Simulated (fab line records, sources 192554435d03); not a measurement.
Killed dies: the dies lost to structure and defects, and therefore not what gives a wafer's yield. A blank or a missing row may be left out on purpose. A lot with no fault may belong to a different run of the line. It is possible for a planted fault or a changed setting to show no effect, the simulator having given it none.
Split-lot experiment / flow n5_finfet / route with 1938 steps; 7 lots, 21 wafers read

THE SPLIT
At N5_BEOL_M8_PEB_09 (peb time 60 s), the setting peb_time_s was moved away from the recipe's 60 s on 8 of the 21 wafers read, by -15.0% to +11.8%. The other wafers ran this setting at the recipe's value.

FROM THE SPLIT TO THE READING: what the file shows between them, 14 steps
- N5_BEOL_M8_DEVELOP_10: develop time 30 s
- N5_BEOL_M8_CD_MEAS_11: target cd 38.5 nm
- N5_BEOL_M8_DESCUM_16: chemistry O2, time 7.9 s
- N5_BEOL_M8_ETCH_61: etches SiARC in CF4, target depth 45.5 nm, time 75.8 s
- N5_BEOL_M8_ETCH_62: etches SOC in N2/H2, target depth 110 nm, overetch 22 nm, time 165 s
- N5_BEOL_M8_STRIP_68: strips in N2/H2
- N5_BEOL_M8_STRIP_67: strips in CF4
- N5_BEOL_M8_HM_OPEN_17: chemistry Cl2/BCl3, target TiN, target depth 20 nm, overetch 6 nm
- N5_BEOL_M8_STRIP_19: strips in O2
- N5_BEOL_M8_CD_MEAS_18: pitch 80 nm, target cd 40 nm
- N5_BEOL_M8_COAT_63: time 60 s, resist thk 60 nm
- N5_BEOL_M8_COAT_64: time 60 s, resist thk 12 nm
- N5_BEOL_M8_PRECLEAN_42: cleans in residue remover, time 60 s
- N5_BEOL_M8_SRD_43: time 30 s

THE READING
cd_nm, in nm, at N5_BEOL_M8_CD_MEAS_35 (target cd 40 nm). A value of 39.6 nm with a standard deviation of 0.68 nm is what fault-free wafers of this fab line usually give.

wafer=L078.4; tool, chamber at the split=litho_track-02, 0; peb_time_s as run, s=60; against the recipe=recipe; cd_nm, nm=40.0; against lot-mates on the recipe=-
wafer=L078.5; tool, chamber at the split=litho_track-02, 0; peb_time_s as run, s=60; against the recipe=recipe; cd_nm, nm=39.5; against lot-mates on the recipe=-
wafer=L078.6; tool, chamber at the split=litho_track-02, 0; peb_time_s as run, s=54.71; against the recipe=-8.8%; cd_nm, nm=37.2; against lot-mates on the recipe=-2.5
wafer=L081.1; tool, chamber at the split=litho_track-02, 0; peb_time_s as run, s=60; against the recipe=recipe; cd_nm, nm=38.6; against lot-mates on the recipe=-
wafer=L081.3; tool, chamber at the split=litho_track-02, 0; peb_time_s as run, s=51.02; against the recipe=-15.0%; cd_nm, nm=35.3; against lot-mates on the recipe=-3.3
wafer=L081.5; tool, chamber at the split=litho_track-02, 0; peb_time_s as run, s=60; against the recipe=recipe; cd_nm, nm=38.6; against lot-mates on the recipe=-
wafer=L080.1; tool, chamber at the split=litho_track-03, 0; peb_time_s as run, s=63.75; against the recipe=+6.2%; cd_nm, nm=42.3; against lot-mates on the recipe=+1.3
wafer=L080.2; tool, chamber at the split=litho_track-03, 0; peb_time_s as run, s=60; against the recipe=recipe; cd_nm, nm=41.0; against lot-mates on the recipe=-
wafer=L080.6; tool, chamber at the split=litho_track-03, 0; peb_time_s as run, s=63.75; against the recipe=+6.2%; cd_nm, nm=42.6; against lot-mates on the recipe=+1.6
wafer=L084.2; tool, chamber at the split=litho_track-03, 0; peb_time_s as run, s=60; against the recipe=recipe; cd_nm, nm=40.1; against lot-mates on the recipe=-
wafer=L084.5; tool, chamber at the split=litho_track-03, 0; peb_time_s as run, s=60; against the recipe=recipe; cd_nm, nm=39.4; against lot-mates on the recipe=-
wafer=L084.6; tool, chamber at the split=litho_track-03, 0; peb_time_s as run, s=60; against the recipe=recipe; cd_nm, nm=40.6; against lot-mates on the recipe=-
wafer=L083.1; tool, chamber at the split=litho_track-01, 0; peb_time_s as run, s=60; against the recipe=recipe; cd_nm, nm=39.6; against lot-mates on the recipe=-
wafer=L083.2; tool, chamber at the split=litho_track-01, 0; peb_time_s as run, s=60; against the recipe=recipe; cd_nm, nm=40.0; against lot-mates on the recipe=-
wafer=L083.4; tool, chamber at the split=litho_track-01, 0; peb_time_s as run, s=60; against the recipe=recipe; cd_nm, nm=40.3; against lot-mates on the recipe=-
wafer=L088.1; tool, chamber at the split=litho_track-01, 0; peb_time_s as run, s=60; against the recipe=recipe; cd_nm, nm=39.9; against lot-mates on the recipe=-
wafer=L088.3; tool, chamber at the split=litho_track-01, 0; peb_time_s as run, s=67.07; against the recipe=+11.8%; cd_nm, nm=42.7; against lot-mates on the recipe=+2.8
wafer=L088.4; tool, chamber at the split=litho_track-01, 0; peb_time_s as run, s=67.07; against the recipe=+11.8%; cd_nm, nm=42.1; against lot-mates on the recipe=+2.2
wafer=L091.1; tool, chamber at the split=litho_track-02, 0; peb_time_s as run, s=60; against the recipe=recipe; cd_nm, nm=39.2; against lot-mates on the recipe=-
wafer=L091.4; tool, chamber at the split=litho_track-02, 0; peb_time_s as run, s=65.04; against the recipe=+8.4%; cd_nm, nm=41.4; against lot-mates on the recipe=+2.2
wafer=L091.6; tool, chamber at the split=litho_track-02, 0; peb_time_s as run, s=65.04; against the recipe=+8.4%; cd_nm, nm=40.7; against lot-mates on the recipe=+1.5

FIT RESULTS
A straight line over all 21 wafers: cd_nm changes by +0.262 nm for each +1% of peb_time_s; r = +0.91; the points scatter about the line by 0.76 nm.
The same after taking each lot's own level away (the mean of its wafers on the recipe; 21 wafers): +0.227 nm for each +1%; r = +0.98; scatter 0.32 nm.
The reading moves by 3.4 nm for the largest change in peb_time_s, on that fit.
The lots' own levels span 38.60 to 41.00 nm, that is 3.5 times the standard deviation above.
Thus the slope moves with the lot-to-lot level: the two fits are different.
Check: -3.53 nm against its lot-mates is what the line predicts for one of the wafers moved furthest among these (-15.0%) when that wafer is left out of the fit. It came out at -3.3 nm against them.

THE WHOLE CHAIN: every reading that the file lists as answering this split, in the file's order
step=N5_BEOL_M8_CD_MEAS_11; what it does=target cd 38.5 nm; reading=cd_nm; change (the file's fit)=+0.232 nm for each +1% of the setting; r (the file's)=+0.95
step=N5_BEOL_M8_ETCH_61; what it does=etches SiARC in CF4, target depth 45.5 nm, time 75.8 s; reading=BEOL_M8.cd_offset_nm (the simulator's own value, which no gauge read); change (the file's fit)=+0.239 nm for each +1% of the setting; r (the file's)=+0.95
step=N5_BEOL_M8_ETCH_62; what it does=etches SOC in N2/H2, target depth 110 nm, overetch 22 nm, time 165 s; reading=BEOL_M8.cd_offset_nm (the simulator's own value, which no gauge read); change (the file's fit)=+0.233 nm for each +1% of the setting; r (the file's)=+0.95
step=N5_BEOL_M8_CD_MEAS_18; what it does=pitch 80 nm, target cd 40 nm; reading=cd_nm; change (the file's fit)=+0.214 nm for each +1% of the setting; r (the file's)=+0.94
step=N5_BEOL_M8_CD_MEAS_35; what it does=target cd 40 nm; reading=cd_nm; change (the file's fit)=+0.228 nm for each +1% of the setting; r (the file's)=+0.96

FILE'S OWN FIT
cd_nm changes by +0.228 nm for each +1% of peb_time_s, r = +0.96.
